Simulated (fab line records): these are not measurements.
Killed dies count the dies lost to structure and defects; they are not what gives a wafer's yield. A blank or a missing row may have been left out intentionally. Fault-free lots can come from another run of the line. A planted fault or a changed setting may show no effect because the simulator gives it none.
Chamber matching	flow nand_harc	4 sister chambers for NHARC_P_ZERO_WELL_ETCH_65 on rie_diel-11
The step etches the open film in N2/H2, target depth 80 nm, overetch 24 nm, time 87.88 s. 7 wafers are shown with their chamber, then 9 later ones without.

## WAFERS WITH THEIR CHAMBER
wafer	chamber	drypump_motor_current_A (A)	showerhead_plenum_p_Torr (Torr)
L076.2	0	5.9	1.88
L090.2	2	5.3	1.99
L090.3	3	6.2	1.88
L090.6	1	6.3	2.04
L091.2	0	6.0	2.21
L091.3	2	5.3	1.99
L091.6	3	6.2	1.88

## WAFERS WITH NO CHAMBER GIVEN
wafer	drypump_motor_current_A (A)	showerhead_plenum_p_Torr (Torr)
L094.1	5.3	1.99
L094.3	6.0	2.20
L094.6	5.3	1.99
L096.1	6.0	2.20
L096.3	6.2	1.88
L096.4	5.3	1.98
L097.2	6.0	2.20
L097.4	6.2	1.88
L097.5	6.3	2.04

## THE CHAMBER EACH PASSED THROUGH
wafer	from the rows above	in truth
L094.1	2	2
L094.3	0	0
L094.6	2	2
L096.1	0	0
L096.3	3	3
L096.4	2	2
L097.2	0	0
L097.4	3	3
L097.5	1	1
Correct placement for 9 of the 9. Not placeable from these rows: 0. Placed wrongly: 0.
How it was worked out, from the rows above alone: a wafer's distance from a chamber is the root of the sum, over the readings, of the square of ((its reading less the chamber's mean) divided by the reading's scatter). The wafer belongs to the nearest chamber; if the next one is less than 2 further off, it can't be placed. A chamber's mean is the mean of its shown wafers. The scatter: the root of (the sum of the squares of (reading less its chamber's mean) over the shown wafers, divided by (wafers less chambers)).
